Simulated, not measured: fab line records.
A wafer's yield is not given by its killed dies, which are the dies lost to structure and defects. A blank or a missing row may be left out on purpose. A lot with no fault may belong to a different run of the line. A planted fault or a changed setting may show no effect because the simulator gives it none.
Matching of chambers || flow n5Finfet || 4 sister chambers for N5_BEOL_M4_ETCHBACK_99 on rieDiel-03
The step etches SiO2 in CHF3, target depth 5 nm, time 10.4 s. 16 wafers are shown with their chamber, then 8 later ones without.

== EACH WAFER AND ITS CHAMBER ==
{"wafer": "L074.1", "chamber": 0, "showerheadPlenumPTorr (Torr)": 2.21, "throttleValvePct (%)": 17.43, "rfVppV (V)": 247}
{"wafer": "L074.3", "chamber": 2, "showerheadPlenumPTorr (Torr)": 2.07, "throttleValvePct (%)": 17.10, "rfVppV (V)": 233}
{"wafer": "L074.5", "chamber": 2, "showerheadPlenumPTorr (Torr)": 2.07, "throttleValvePct (%)": 17.09, "rfVppV (V)": 234}
{"wafer": "L076.1", "chamber": 3, "showerheadPlenumPTorr (Torr)": 2.20, "throttleValvePct (%)": 17.02, "rfVppV (V)": 236}
{"wafer": "L076.3", "chamber": 1, "showerheadPlenumPTorr (Torr)": 2.05, "throttleValvePct (%)": 17.41, "rfVppV (V)": 243}
{"wafer": "L076.6", "chamber": 0, "showerheadPlenumPTorr (Torr)": 2.21, "throttleValvePct (%)": 17.46, "rfVppV (V)": 247}
{"wafer": "L080.1", "chamber": 1, "showerheadPlenumPTorr (Torr)": 2.05, "throttleValvePct (%)": 17.41, "rfVppV (V)": 242}
{"wafer": "L080.2", "chamber": 0, "showerheadPlenumPTorr (Torr)": 2.21, "throttleValvePct (%)": 17.45, "rfVppV (V)": 245}
{"wafer": "L080.6", "chamber": 2, "showerheadPlenumPTorr (Torr)": 2.07, "throttleValvePct (%)": 17.10, "rfVppV (V)": 233}
{"wafer": "L079.3", "chamber": 1, "showerheadPlenumPTorr (Torr)": 2.05, "throttleValvePct (%)": 17.42, "rfVppV (V)": 244}
{"wafer": "L079.4", "chamber": 3, "showerheadPlenumPTorr (Torr)": 2.20, "throttleValvePct (%)": 17.03, "rfVppV (V)": 235}
{"wafer": "L079.6", "chamber": 3, "showerheadPlenumPTorr (Torr)": 2.20, "throttleValvePct (%)": 17.04, "rfVppV (V)": 235}
{"wafer": "L084.1", "chamber": 1, "showerheadPlenumPTorr (Torr)": 2.05, "throttleValvePct (%)": 17.42, "rfVppV (V)": 243}
{"wafer": "L084.3", "chamber": 0, "showerheadPlenumPTorr (Torr)": 2.20, "throttleValvePct (%)": 17.46, "rfVppV (V)": 246}
{"wafer": "L084.4", "chamber": 2, "showerheadPlenumPTorr (Torr)": 2.06, "throttleValvePct (%)": 17.12, "rfVppV (V)": 233}
{"wafer": "L086.1", "chamber": 1, "showerheadPlenumPTorr (Torr)": 2.04, "throttleValvePct (%)": 17.43, "rfVppV (V)": 242}

SIGNATURES, as means of the wafers listed above
{"reading": "showerheadPlenumPTorr", "chamber 0": 2.2075, "chamber 1": 2.0480, "chamber 2": 2.0675, "chamber 3": 2.2000, "scatter within a chamber": 0.00438}
{"reading": "throttleValvePct", "chamber 0": 17.4500, "chamber 1": 17.4180, "chamber 2": 17.1025, "chamber 3": 17.0300, "scatter within a chamber": 0.0114}
{"reading": "rfVppV", "chamber 0": 246.25, "chamber 1": 242.80, "chamber 2": 233.25, "chamber 3": 235.33, "scatter within a chamber": 0.762}
Rule: for each reading, subtract the chamber's mean from the wafer's reading, divide by that reading's scatter and square the result; add these up over the readings and take the root, which gives the wafer's distance from the chamber. If the next closest chamber is less than 2 further off than the closest, the wafer can't be placed; otherwise it belongs to the closest. How the scatter is found: for the shown wafers, subtract from each reading the mean of its chamber, square and add these, divide the total by (wafers less chambers), then take the root.

== WAFERS MISSING THEIR CHAMBER ==
{"wafer": "L086.2", "showerheadPlenumPTorr (Torr)": 2.20, "throttleValvePct (%)": 17.48, "rfVppV (V)": 245}
{"wafer": "L086.5", "showerheadPlenumPTorr (Torr)": 2.06, "throttleValvePct (%)": 17.14, "rfVppV (V)": 233}
{"wafer": "L093.3", "showerheadPlenumPTorr (Torr)": 2.20, "throttleValvePct (%)": 17.49, "rfVppV (V)": 245}
{"wafer": "L093.4", "showerheadPlenumPTorr (Torr)": 2.20, "throttleValvePct (%)": 17.49, "rfVppV (V)": 246}
{"wafer": "L093.5", "showerheadPlenumPTorr (Torr)": 2.19, "throttleValvePct (%)": 17.07, "rfVppV (V)": 237}
{"wafer": "L094.4", "showerheadPlenumPTorr (Torr)": 2.31, "throttleValvePct (%)": 17.07, "rfVppV (V)": 248}
{"wafer": "L094.5", "showerheadPlenumPTorr (Torr)": 2.18, "throttleValvePct (%)": 17.08, "rfVppV (V)": 237}
{"wafer": "L094.6", "showerheadPlenumPTorr (Torr)": 2.05, "throttleValvePct (%)": 17.16, "rfVppV (V)": 235}

== WHICH CHAMBER EACH ONE RAN IN ==
{"wafer": "L086.2", "from the rows above": 0, "in truth": 0}
{"wafer": "L086.5", "from the rows above": 2, "in truth": 2}
{"wafer": "L093.3", "from the rows above": 0, "in truth": 0}
{"wafer": "L093.4", "from the rows above": 0, "in truth": 0}
{"wafer": "L093.5", "from the rows above": 3, "in truth": 3}
{"wafer": "L094.4", "from the rows above": 3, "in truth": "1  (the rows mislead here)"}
{"wafer": "L094.5", "from the rows above": 3, "in truth": 3}
{"wafer": "L094.6", "from the rows above": 2, "in truth": 2}
Placed correctly: 7 of 8. Left unplaced by these rows: 0. Number placed wrongly: 1.
